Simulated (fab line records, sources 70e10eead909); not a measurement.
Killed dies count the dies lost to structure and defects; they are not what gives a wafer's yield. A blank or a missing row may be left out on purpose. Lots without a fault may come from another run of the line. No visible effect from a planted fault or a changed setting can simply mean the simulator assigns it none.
A lot that was struck, set against a sound lot :: flow nand harc :: 17 steps out of a route of 1159
Sound: wafers L974.1, L974.5, L974.6. The struck wafers were L981.2, L981.4, L981.5. The cause is named last.
Order at every step that has rows: each side's tool, ch and its chambers, its first start. Under that, the readings that differ: sound wafers :: struck wafers :: difference of the means :: sigmas: that difference in standard deviations of wafers without a fault.
alike: a reading whose means differ by less than 2 such deviations, as well as words and numbers matching on both sides. not compared: withheld readings; readings where some wafer has no value; bounds like >300 that might hide an equal value; numbers whose values overlap and for which the record gives no deviation.
The two part at a step that has a row with sigmas, a row that says differs or no value, or rows on one side only. When numbers do not overlap yet have no deviation, they are printed without sigmas and do not part them. Lack of a reading on every wafer of one side parts them only where that side has two or more wafers.

NHARC_P_GATE_ALD_36: deposits SiNx, target thk 20 nm, pulse time 60 s, ald cycles 223.
  sound on ald sin-02 ch 0,2,3, day 5 19:33; struck on ald sin-03 ch 1,2,3, day 8 02:59
  alike: heater power outer w, heater power w, precursor pulse height rel
NHARC_P_GATE_ETCHBACK_37: etches the open film in CHF3/O2, target depth 34.5 nm, time 17.2 s.
  sound on rie diel-01 ch 1,2; struck on rie diel-02 ch 2,3
  alike: drypump motor current A, oes product au, rf fwd power W, rf vpp V, showerhead plenum p Torr, throttle valve pct
  not compared: rf hours counter h
NHARC_P_GATE_STRIP_101: strips in O2, time 20 s.
  sound on rie diel-01 ch 0,2,3, day 6 03:04; struck on rie diel-02 ch 0,2, day 8 10:31
  alike: drypump motor current A, oes product au, rf vpp V, showerhead plenum p Torr, throttle valve pct
  not compared: rf hours counter h
then, 9 steps without rows for these wafers: NHARC_P_GATE_PRECLEAN_97 (cleans in SPM, time 600 s); NHARC_P_GATE_SRD_98; NHARC_P_GATE_PRECLEAN_99 (cleans in SC1); NHARC_P_GATE_SRD_100; NHARC_P_GATE_DEHYDRATE_38 (time 120 s); NHARC_P_GATE_HMDS_39 (time 30 s); NHARC_P_GATE_COAT_40; NHARC_P_GATE_SOFTBAKE_41 (time 95 s); NHARC_P_GATE_EBR_42.
NHARC_P_GATE_EXPOSE_43: exposes mask P NSD, target cd 720 nm.
  sound on krf scanner-02 ch 0, day 6 03:55; struck on krf scanner-02 ch 0, day 8 11:16
reading: mask
sound: P_NSD#0 P_NSD#0 P_NSD#0
struck: P_PSD#0 P_PSD#0 P_PSD#0
difference: differs
sigmas: 
then, 2 steps without rows for these wafers: NHARC_P_GATE_PEB_44 (peb time 85 s); NHARC_P_GATE_DEVELOP_45 (time 70 s).
NHARC_P_GATE_CD_MEAS_46 targets a cd of 720 nm.
  sound on cd sem-03 ch 0, day 6 04:04; struck on cd sem-01 ch 0, day 8 11:26
reading: cd nm (nm)
sound: 719.1 719.6 717.5
struck: - - -
difference: no value on the struck wafers
sigmas: 
then, 1 step without rows for these wafers: NHARC_P_GATE_HARDBAKE_47 (time 80 s).

WHERE THEY PART
Last at NHARC_P_GATE_CD_MEAS_46 as far as this record goes, first at NHARC_P_GATE_EXPOSE_43.

WHY: the cause the simulator had injected
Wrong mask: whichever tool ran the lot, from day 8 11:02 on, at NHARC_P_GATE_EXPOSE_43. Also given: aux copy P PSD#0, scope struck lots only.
